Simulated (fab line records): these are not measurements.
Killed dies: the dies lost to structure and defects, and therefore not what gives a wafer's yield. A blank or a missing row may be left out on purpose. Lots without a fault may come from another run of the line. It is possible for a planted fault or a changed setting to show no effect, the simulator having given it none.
A struck lot beside a sound one    flow n5-finfet    36 steps out of a route of 1938
Sound: the wafers L676.1, L676.3, L676.5. Struck: wafers L666.1, L666.4, L666.5. The cause is given at the end.
For every step that has rows: the tool of each side, followed by ch and its chambers, followed by its first start. Under that, the readings that differ: sound wafers    struck wafers    difference of the means    sigmas: that difference in standard deviations of wafers without a fault.
alike: words and numbers the same on both sides, and readings whose means are apart by under 2 such deviations; not compared: readings that were withheld, readings missing a value for some wafer, numbers with overlapping values and no deviation given by the record, and bounds like >300 which may hide the same value.
Wherever a step has rows on one side only, a row that says differs or no value, or a row with sigmas, the two part there. Numbers that don't overlap but have no deviation are shown without sigmas and don't part them. A reading that every wafer of one side lacks parts them only if that side has two wafers or more.

first, 9 steps without rows for these wafers: N5_BEOL_M9_COAT_75 (time 60 s, resist thk 5 nm); N5_BEOL_M9_COAT_22 (resist thk 30 nm); N5_BEOL_M9_EBR_24; N5_BEOL_M9_SOFTBAKE_23 (time 60 s); N5_BEOL_M9_EXPOSE_25 (exposes mask V8); N5_BEOL_M9_PEB_26 (peb time 60 s); N5_BEOL_M9_DEVELOP_27 (develop time 30 s); N5_BEOL_M9_DESCUM_33 (chemistry O2, time 7 s); N5_BEOL_M9_ETCH_76 (etches underlayer in N2/H2, target depth 6.5 nm, time 5.2 s).
N5_BEOL_M9_ETCH_65: etches SiARC in CF4, target depth 15.6 nm, time 26 s.
  sound on rie-diel-03 ch 0,1,2, day 13 19:38; struck on rie-diel-06 ch 0,1,2, day 10 21:29
  alike: drypump-motor-current-A, etch-rf-on-time-s, oes-product-au, rf-vpp-V, showerhead-plenum-p-Torr, throttle-valve-pct
  not compared: rf-hours-counter-h
then, 25 steps without rows for these wafers: N5_BEOL_M9_ETCH_66 (etches SOC in N2/H2, target depth 80 nm, overetch 16 nm, time 120 s); N5_BEOL_M9_STRIP_69 (strips in N2/H2); N5_BEOL_M9_STRIP_77 (strips in N2/H2); N5_BEOL_M9_VIA_ETCH_34 (etches SiCOH lowk in C4F6/O2, target depth 182.4 nm, time 68.4 s); N5_BEOL_M9_STRIP_73 (strips in C4F6/O2); N5_BEOL_M9_STRIP_36 (strips in N2/H2); N5_BEOL_M9_TRENCH_ETCH_37 (etches SiCOH lowk in C4F6/O2, target depth 151.43 nm, time 49 s); N5_BEOL_M9_ETCH_41 (etches SiCN in CH3F/O2, target depth 36.6 nm, time 70.1 s); N5_BEOL_M9_STRIP_80 (strips in N2/H2, time 10 s); N5_BEOL_M9_HM_STRIP_39 (strips TiN in peroxide tin strip, target depth 25 nm, time 158 s); N5_BEOL_M9_SRD_40 (time 30 s); N5_BEOL_M9_PRECLEAN_42 (cleans in residue remover, time 60 s); N5_BEOL_M9_SRD_43 (time 30 s); N5_BEOL_M9_CURE_72 (cures SiCOH lowk, time 120 s); N5_BEOL_M9_DEGAS_44 (time 60 s); N5_BEOL_M9_PRE_CLEAN_45 (time 30 s); N5_BEOL_M9_ALD_74 (deposits TaN, target thk 2 nm, pulse time 2 s, purge time 3 s); N5_BEOL_M9_SURFACE_TREAT_79; N5_BEOL_M9_CVD_78 (deposits Co from CCTBA/H2, target thk 2 nm, time 138.9 s); N5_BEOL_M9_SPUTTER_48 (material Cu, target thk 12 nm, time 2 s); N5_BEOL_M9_ECD_50 (material Cu, target thk 318 nm); N5_BEOL_M9_ANNEAL_51 (time 90 s); N5_BEOL_M9_CMP_52 (polishes, stops on SiCOH lowk, t overpolish 7 s, target thk 140 nm); N5_BEOL_M9_PRE_CLEAN_55 (time 15 s); N5_BEOL_M9_DEP_56 (deposits SiCN from 3MS/NH3, target thk 15 nm, time 26.5 s).
-- a jump in the record: the struck wafers' starts before and after are 3 days apart (it breaks off in module BEOL_M9 and resumes in module PASSIVATION, where the first step shown is number 1936 of the route) --
N5_PASSIVATION_PROBE_49:
  the record has rows for the struck wafers here (prober-01, day 13 12:43) and none for the sound ones

== WHERE THEY PART ==
Only at N5_PASSIVATION_PROBE_49, within this record.

WHY: the cause the simulator had injected
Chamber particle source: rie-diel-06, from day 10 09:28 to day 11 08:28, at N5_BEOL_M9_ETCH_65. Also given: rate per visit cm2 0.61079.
